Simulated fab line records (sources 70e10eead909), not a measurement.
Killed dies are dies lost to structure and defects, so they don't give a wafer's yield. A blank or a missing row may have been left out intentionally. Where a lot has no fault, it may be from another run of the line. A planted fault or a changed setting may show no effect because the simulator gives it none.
Chamber matching + flow nandHarc + 4 sister chambers for NHARC_A_M0_ETCH_34 on rieDiel-03
The step etches the open film in N2/H2, target depth 40 nm, overetch 12 nm, time 43.94 s. 14 wafers are shown with their chamber, then 7 later ones without.

WAFERS, EACH WITH ITS CHAMBER
| wafer  | chamber | showerheadPlenumPTorr (Torr) | drypumpMotorCurrentA (A) | rfVppV (V) |
|--------|---------|------------------------------|--------------------------|------------|
| L453.1 | 2       | 2.08                         | 5.8                      | 432.6      |
| L453.2 | 1       | 2.18                         | 5.6                      | 434.4      |
| L453.4 | 3       | 2.11                         | 5.8                      | 431.5      |
| L455.3 | 3       | 2.11                         | 5.8                      | 432.4      |
| L455.5 | 0       | 2.12                         | 5.5                      | 431.7      |
| L455.6 | 3       | 2.11                         | 5.7                      | 433.4      |
| L457.1 | 3       | 2.10                         | 5.8                      | 432.4      |
| L457.2 | 0       | 2.12                         | 5.4                      | 431.9      |
| L457.6 | 1       | 2.18                         | 5.6                      | 433.2      |
| L458.2 | 2       | 2.08                         | 5.9                      | 431.0      |
| L458.3 | 0       | 2.12                         | 5.4                      | 432.1      |
| L458.5 | 2       | 2.08                         | 5.8                      | 432.6      |
| L461.1 | 3       | 2.10                         | 5.8                      | 432.2      |
| L461.4 | 2       | 2.08                         | 5.9                      | 431.0      |

SIGNATURES (averages over the wafers above)
| reading               | chamber 0 | chamber 1 | chamber 2 | chamber 3 | scatter within a chamber |
|-----------------------|-----------|-----------|-----------|-----------|--------------------------|
| showerheadPlenumPTorr | 2.1200    | 2.1800    | 2.0800    | 2.1060    | 0.00346                  |
| drypumpMotorCurrentA  | 5.433     | 5.600     | 5.850     | 5.780     | 0.0497                   |
| rfVppV                | 431.900   | 433.800   | 431.800   | 432.380   | 0.722                    |
Rule: for each reading, subtract the chamber's mean from the wafer's reading, divide by that reading's scatter and square the result; add these up over the readings and take the root, which gives the wafer's distance from the chamber. The wafer belongs to the nearest chamber; if the next one is less than 2 further off, it can't be placed. The scatter is the square root of a quotient: the sum, over the shown wafers, of each reading's squared deviation from its chamber's mean, divided by wafers minus chambers.

WAFERS WHOSE CHAMBER IS MISSING
| wafer  | showerheadPlenumPTorr (Torr) | drypumpMotorCurrentA (A) | rfVppV (V) |
|--------|------------------------------|--------------------------|------------|
| L461.5 | 2.18                         | 5.6                      | 435.4      |
| L465.1 | 2.08                         | 5.9                      | 431.0      |
| L465.4 | 2.12                         | 5.5                      | 432.7      |
| L465.5 | 2.10                         | 5.8                      | 431.8      |
| L473.3 | 2.10                         | 5.8                      | 432.2      |
| L473.4 | 2.07                         | 5.9                      | 430.7      |
| L473.6 | 2.12                         | 5.5                      | 432.5      |

WHICH CHAMBER EACH WENT THROUGH
| wafer  | from the rows above | in truth |
|--------|---------------------|----------|
| L461.5 | 1                   | 1        |
| L465.1 | 2                   | 2        |
| L465.4 | 0                   | 0        |
| L465.5 | 3                   | 3        |
| L473.3 | 3                   | 3        |
| L473.4 | 2                   | 2        |
| L473.6 | 0                   | 0        |
Correct placement for 7 of the 7. Can't be placed from these rows: 0. 0 placed wrongly.
